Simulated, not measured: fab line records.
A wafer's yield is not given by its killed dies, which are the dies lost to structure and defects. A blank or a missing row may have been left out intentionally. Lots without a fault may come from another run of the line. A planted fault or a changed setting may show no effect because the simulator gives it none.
Which tool was responsible? ; flow n5Finfet ; 12 lots, 35 wafers sampled, at 4 steps of a route of 1938

== WHAT THE GAUGES SHOWED, per wafer ==
N5_BEOL_M13_INSPECT_55: inspects for defects (darkfield). Usual: 71 for rawDefectCount, sd 23.
lot;measured;on;rawDefectCount;flag
L421;day 12 00:01;defectInspect-02;47 79 58;
L422;day 12 00:50;defectInspect-01;52 95 39;
L423;day 12 12:13;defectInspect-01;85 74 134;
L427;day 13 08:07;defectInspect-01;60 98;
L428;day 14 00:52;defectInspect-01;109 142 101;
L430;day 14 07:31;defectInspect-01;52 56 62;
L431;day 14 16:57;defectInspect-02;86 80 58;
L435;day 15 12:55;defectInspect-01;42 69 84;
L441;day 17 16:56;defectInspect-01;69 62 32;
L440;day 17 16:56;defectInspect-02;109 87 86;
L443;day 17 23:35;defectInspect-02;44 73 48;
L442;day 17 23:46;defectInspect-02;59 73 70;

N5_BEOL_M14_CD_MEAS_17: the cd target is 250 nm. Usual: 250.6 nm for cdNm, sd 2.9.
lot;measured;on;cdNm (nm);flag
L421;day 12 01:35;cdSem-02;248.6 251.8 248.5;
L422;day 12 02:06;cdSem-02;252.5 249.9 247.1;
L423;day 12 13:16;cdSem-01;254.2 250.3 254.4;
L427;day 13 09:17;cdSem-01;250.4 252.3;
L428;day 14 02:03;cdSem-03;251.0 247.5 244.4;
L430;day 14 08:34;cdSem-03;254.1 245.9 249.2;
L431;day 14 18:08;cdSem-01;252.9 253.2 251.2;
L435;day 15 14:05;cdSem-01;253.1 251.1 249.3;
L441;day 17 18:17;cdSem-03;250.1 249.6 254.7;
L440;day 17 18:07;cdSem-02;255.7 252.5 258.2;
L443;day 18 00:51;cdSem-03;252.6 256.6 254.6;
L442;day 18 00:55;cdSem-03;254.8 250.3 250.6;

== TOOL THAT RAN EACH LOT (tool first, then ch and the chambers of the sampled wafers, then the start) ==
lot;N5_BEOL_M13_CMP_49;N5_BEOL_M14_STRIP_63
L421;cmp-04 ch 2,3, day 11 23:36;rieDiel-01 ch 0,2, day 12 01:00
L422;cmp-04 ch 0,2,3, day 12 00:25;rieDiel-01 ch 0,1,2, day 12 01:00
L423;cmp-03 ch 0,2,3, day 12 11:46;rieDiel-01 ch 1,3, day 12 13:00
L427;cmp-01 ch 1,3, day 13 07:46;rieDiel-04 ch 0,2, day 13 09:00
L428;cmp-01 ch 0,2, day 14 00:28;rieDiel-01 ch 2,3, day 14 01:00
L430;cmp-03 ch 0,2,3, day 14 07:10;rieDiel-01 ch 0,1,3, day 14 08:00
L431;cmp-01 ch 1,2,3, day 14 16:34;rieDiel-04 ch 0,2, day 14 17:00
L435;cmp-04 ch 0,1, day 15 12:27;rieDiel-02 ch 1,2,3, day 15 13:00
L441;cmp-04 ch 1,2, day 17 16:29;rieDiel-04 ch 0,1,3, day 17 18:00
L440;cmp-01 ch 0,3, day 17 16:31;rieDiel-01 ch 2,3, day 17 17:00
L443;cmp-01 ch 1,2,3, day 17 23:11;rieDiel-02 ch 0,1,3, day 18 00:00
L442;cmp-03 ch 1,2,3, day 17 23:24;rieDiel-04 ch 0,2,3, day 18 00:00
- N5_BEOL_M13_CMP_49: polishes, stops on SiOC, t overpolish 17.1 s, target thk 420 nm.
- N5_BEOL_M14_STRIP_63: strips in O2.

== AS READ BY THE TOOLS THEMSELVES (means over the sampled wafers that have a number; for cases with no such wafer, the mark the record gives instead) ==
N5_BEOL_M13_CMP_49. Usual: barrierFieldEndpointS 30.4 s, standard deviation 1.1; motorCurrentA 6.2 A, standard deviation 0.73; overpolishRunS 17.099 s, standard deviation 0.0093; retainingRingPressureFrac 1.000, standard deviation 0.0049.
lot;tool;barrierFieldEndpointS (s);motorCurrentA (A);overpolishRunS (s);retainingRingPressureFrac;flag
L421;cmp-04;30.2;6.5;17.098;1.003;
L422;cmp-04;29.9;6.7;17.099;1.002;
L423;cmp-03;30.9;5.9;17.093;0.993;
L427;cmp-01;29.6;6.0;17.093;1.005;
L428;cmp-01;30.9;6.8;17.104;1.001;
L430;cmp-03;31.2;6.1;17.104;1.003;
L431;cmp-01;30.7;6.1;17.100;0.999;
L435;cmp-04;31.1;7.3;17.094;1.000;
L441;cmp-04;29.6;7.2;17.094;1.005;
L440;cmp-01;29.9;5.6;17.105;1.001;
L443;cmp-01;30.0;6.0;17.091;0.997;
L442;cmp-03;31.6;6.0;17.099;0.996;

N5_BEOL_M14_STRIP_63. Usual: chamberPressureMTorr 30.00 mTorr, standard deviation 0.053; drypumpMotorCurrentA 5.6 A, standard deviation 0.44; oesProductAu 0.76 a.u., standard deviation 0.057; rfVppV 3.6 V, standard deviation 0.89; showerheadPlenumPTorr 2.08 Torr, standard deviation 0.074; throttleValvePct 16.72 %, standard deviation 0.18.
lot;tool;chamberPressureMTorr (mTorr);drypumpMotorCurrentA (A);oesProductAu (a.u.);rfVppV (V);showerheadPlenumPTorr (Torr);throttleValvePct (%);flag
L421;rieDiel-01;30.00;6.0;0.75;3.6;2.05;16.84;
L422;rieDiel-01;30.03;5.9;0.76;3.8;2.05;16.69;
L423;rieDiel-01;30.02;5.5;0.74;4.0;2.01;16.81;
L427;rieDiel-04;29.98;5.2;0.86;2.8;2.18;16.57;
L428;rieDiel-01;29.97;5.5;0.73;4.1;2.04;16.86;
L430;rieDiel-01;-;-;-;-;-;-;OFF
L431;rieDiel-04;-;-;-;-;-;-;OFF
L435;rieDiel-02;-;-;-;-;-;-;OFF
L441;rieDiel-04;30.00;5.7;0.83;4.2;2.16;16.61;
L440;rieDiel-01;30.02;5.5;0.71;4.2;2.07;16.79;
L443;rieDiel-02;29.97;5.4;0.71;4.2;2.06;16.79;
L442;rieDiel-04;29.96;5.3;0.84;3.4;2.16;16.57;

== THE ANSWER, worked out from the rows above alone ==
Rule: a lot is off if the mean of its wafers that have a number lies more than 3 standard deviations from the usual mean. Also off: a lot with no number at a reading for which 4 or more lots have one. All remaining lots with rows at the step are treated as sound. After the gauges, taken in route order, come the tools' own readings; for these a lot's mean is taken, as printed above. At the first step where some lot is off, the reading lying furthest off is the one used; lots without a number count as furthest.
Off: L430, L431, L435 (N5_BEOL_M14_STRIP_63, chamberPressureMTorr). Without a number there: L430, L431, L435.
A tool fits if, at that step or a process step before it, it ran every lot that is off, and no sound lot after the first of them. None of those tried fits.

== WHAT HAD BEEN PUT IN BY THE SIMULATOR ==
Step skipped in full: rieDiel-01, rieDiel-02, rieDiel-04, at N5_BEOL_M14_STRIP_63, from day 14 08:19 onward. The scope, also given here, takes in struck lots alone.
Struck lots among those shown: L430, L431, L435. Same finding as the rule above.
